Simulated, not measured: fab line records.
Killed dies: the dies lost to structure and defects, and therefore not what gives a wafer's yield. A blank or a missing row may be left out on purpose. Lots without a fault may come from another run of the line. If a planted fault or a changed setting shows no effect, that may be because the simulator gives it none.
Struck lot and sound lot, side by side || flow nand harc || 14 out of 1302 route steps
Sound: the wafers L404.1, L404.2, L404.3. Struck: wafers L414.3, L414.5, L414.6. The cause is named last.
For every step that has rows: the tool of each side, followed by ch and its chambers, followed by its first start. Under that, the readings that differ: sound wafers || struck wafers || difference of the means || sigmas: that difference in standard deviations of wafers without a fault.
alike: words and numbers the same on both sides, and readings whose means are apart by under 2 such deviations; not compared: readings that were withheld, readings missing a value for some wafer, numbers with overlapping values and no deviation given by the record, and bounds like >300 which may hide the same value.
Wherever a step has rows on one side only, a row that says differs or no value, or a row with sigmas, the two part there. Numbers that have no deviation but don't overlap get no sigmas and don't part them. A reading missing from all wafers of one side parts the sides only when that side holds two or more wafers.

first, 8 steps without rows for these wafers: NHARC_P_ZERO_WELL_DEHYDRATE_16 (time 120 s); NHARC_P_ZERO_WELL_HMDS_17 (time 30 s); NHARC_P_ZERO_WELL_COAT_18; NHARC_P_ZERO_WELL_SOFTBAKE_19 (time 95 s); NHARC_P_ZERO_WELL_EBR_20; NHARC_P_ZERO_WELL_EXPOSE_21 (exposes mask P NWELL, target cd 720 nm); NHARC_P_ZERO_WELL_PEB_22 (peb time 85 s); NHARC_P_ZERO_WELL_DEVELOP_23 (time 70 s).
NHARC_P_ZERO_WELL_CD_MEAS_24: target cd 720 nm.
  sound on cd sem-01 ch 0, day 6 03:53; struck on cd sem-02 ch 0, day 10 06:43
  alike: cd nm
then, 1 step without rows for these wafers: NHARC_P_ZERO_WELL_HARDBAKE_25 (time 80 s).
NHARC_P_ZERO_WELL_DESCUM_26: chemistry O2, time 3 s.
  sound on rie diel-05 ch 0,1,2, day 6 04:03; struck on rie diel-03 ch 0,1, day 10 06:54
  alike: drypump motor current A, oes product au, rf vpp V, showerhead plenum p Torr, throttle valve pct
  not compared: rf hours counter h
following that, these wafers have no rows for 1 step: NHARC_P_ZERO_WELL_IMPLANT_27.
NHARC_P_ZERO_WELL_IMPLANT_57:
  struck on implanter-02, day 10 07:17; sound on implanter-01 ch 0, day 6 04:25
  no value came back on the struck wafers for beam energy keV, beam on s (s); on the sound wafers beam energy keV reads 250.13 250.04 250.08
following that, these wafers have no rows for 1 step: NHARC_P_ZERO_WELL_IMPLANT_58.

## WHERE THEY PART
Only at NHARC_P_ZERO_WELL_IMPLANT_57, as far as this record shows.

WHY: whatever the simulator had introduced
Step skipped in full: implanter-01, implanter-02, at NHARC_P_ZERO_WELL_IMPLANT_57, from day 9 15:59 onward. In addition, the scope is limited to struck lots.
